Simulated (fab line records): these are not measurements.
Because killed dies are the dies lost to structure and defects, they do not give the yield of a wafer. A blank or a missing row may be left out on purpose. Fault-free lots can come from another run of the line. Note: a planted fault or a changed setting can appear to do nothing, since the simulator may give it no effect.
Chamber matching || flow n5 finfet || rie diel-04 running N5_FIN_SAQP_ETCH_67: 4 sister chambers
The step etches SiNx in CH3F/O2, target depth 30 nm. 16 wafers are shown with their chamber, then 8 later ones without.

== EACH WAFER AND ITS CHAMBER ==
{"wafer": "L074.2", "chamber": 2, "drypump motor current A (A)": 5.8, "throttle valve pct (%)": 16.51, "oes_o_777_au (a.u.)": 0.76}
{"wafer": "L074.3", "chamber": 0, "drypump motor current A (A)": 5.5, "throttle valve pct (%)": 16.23, "oes_o_777_au (a.u.)": 0.79}
{"wafer": "L074.4", "chamber": 0, "drypump motor current A (A)": 5.5, "throttle valve pct (%)": 16.22, "oes_o_777_au (a.u.)": 0.78}
{"wafer": "L075.1", "chamber": 3, "drypump motor current A (A)": 5.7, "throttle valve pct (%)": 16.44, "oes_o_777_au (a.u.)": 0.97}
{"wafer": "L075.3", "chamber": 0, "drypump motor current A (A)": 5.5, "throttle valve pct (%)": 16.24, "oes_o_777_au (a.u.)": 0.78}
{"wafer": "L075.5", "chamber": 3, "drypump motor current A (A)": 5.7, "throttle valve pct (%)": 16.45, "oes_o_777_au (a.u.)": 0.96}
{"wafer": "L078.3", "chamber": 0, "drypump motor current A (A)": 5.5, "throttle valve pct (%)": 16.26, "oes_o_777_au (a.u.)": 0.77}
{"wafer": "L078.5", "chamber": 2, "drypump motor current A (A)": 5.8, "throttle valve pct (%)": 16.53, "oes_o_777_au (a.u.)": 0.76}
{"wafer": "L078.6", "chamber": 3, "drypump motor current A (A)": 5.6, "throttle valve pct (%)": 16.46, "oes_o_777_au (a.u.)": 0.94}
{"wafer": "L080.2", "chamber": 0, "drypump motor current A (A)": 5.5, "throttle valve pct (%)": 16.27, "oes_o_777_au (a.u.)": 0.77}
{"wafer": "L080.4", "chamber": 1, "drypump motor current A (A)": 6.1, "throttle valve pct (%)": 16.00, "oes_o_777_au (a.u.)": 0.98}
{"wafer": "L080.5", "chamber": 0, "drypump motor current A (A)": 5.5, "throttle valve pct (%)": 16.26, "oes_o_777_au (a.u.)": 0.77}
{"wafer": "L082.1", "chamber": 0, "drypump motor current A (A)": 5.5, "throttle valve pct (%)": 16.26, "oes_o_777_au (a.u.)": 0.76}
{"wafer": "L082.3", "chamber": 3, "drypump motor current A (A)": 5.6, "throttle valve pct (%)": 16.48, "oes_o_777_au (a.u.)": 0.93}
{"wafer": "L082.6", "chamber": 0, "drypump motor current A (A)": 5.5, "throttle valve pct (%)": 16.27, "oes_o_777_au (a.u.)": 0.76}
{"wafer": "L088.2", "chamber": 3, "drypump motor current A (A)": 5.7, "throttle valve pct (%)": 16.50, "oes_o_777_au (a.u.)": 0.90}

SIGNATURES, as means of the wafers listed above
{"reading": "drypump motor current A", "chamber 0": 5.500, "chamber 1": 6.100, "chamber 2": 5.800, "chamber 3": 5.660, "scatter within a chamber": 0.0316}
{"reading": "throttle valve pct", "chamber 0": 16.2512, "chamber 1": 16.0000, "chamber 2": 16.5200, "chamber 3": 16.4660, "scatter within a chamber": 0.0204}
{"reading": "oes_o_777_au", "chamber 0": 0.7725, "chamber 1": 0.9800, "chamber 2": 0.7600, "chamber 3": 0.9400, "scatter within a chamber": 0.0177}
Rule: for a wafer and a chamber, the distance is found by dividing, reading by reading, the gap between the wafer's reading and the chamber's mean by the reading's scatter, squaring, summing and taking the root. The wafer belongs to the nearest chamber; if the next one is less than 2 further off, it can't be placed. The scatter is the square root of a quotient: the sum, over the shown wafers, of each reading's squared deviation from its chamber's mean, divided by wafers minus chambers.

== WAFERS MISSING THEIR CHAMBER ==
{"wafer": "L088.5", "drypump motor current A (A)": 5.5, "throttle valve pct (%)": 16.30, "oes_o_777_au (a.u.)": 0.75}
{"wafer": "L088.6", "drypump motor current A (A)": 6.1, "throttle valve pct (%)": 16.03, "oes_o_777_au (a.u.)": 0.92}
{"wafer": "L093.1", "drypump motor current A (A)": 5.9, "throttle valve pct (%)": 16.61, "oes_o_777_au (a.u.)": 0.73}
{"wafer": "L093.3", "drypump motor current A (A)": 6.1, "throttle valve pct (%)": 16.04, "oes_o_777_au (a.u.)": 0.93}
{"wafer": "L093.5", "drypump motor current A (A)": 5.6, "throttle valve pct (%)": 16.53, "oes_o_777_au (a.u.)": 0.87}
{"wafer": "L096.2", "drypump motor current A (A)": 6.1, "throttle valve pct (%)": 16.05, "oes_o_777_au (a.u.)": 0.91}
{"wafer": "L096.4", "drypump motor current A (A)": 5.6, "throttle valve pct (%)": 16.53, "oes_o_777_au (a.u.)": 0.87}
{"wafer": "L096.6", "drypump motor current A (A)": 5.5, "throttle valve pct (%)": 16.30, "oes_o_777_au (a.u.)": 0.74}

== THE CHAMBER EACH PASSED THROUGH ==
{"wafer": "L088.5", "from the rows above": 0, "in truth": 0}
{"wafer": "L088.6", "from the rows above": 1, "in truth": 1}
{"wafer": "L093.1", "from the rows above": 2, "in truth": 2}
{"wafer": "L093.3", "from the rows above": 1, "in truth": 1}
{"wafer": "L093.5", "from the rows above": 3, "in truth": 3}
{"wafer": "L096.2", "from the rows above": 1, "in truth": 1}
{"wafer": "L096.4", "from the rows above": 3, "in truth": 3}
{"wafer": "L096.6", "from the rows above": 0, "in truth": 0}
Correctly placed: 8 of 8. From these rows, 0 cannot be placed. Wrongly placed: 0.
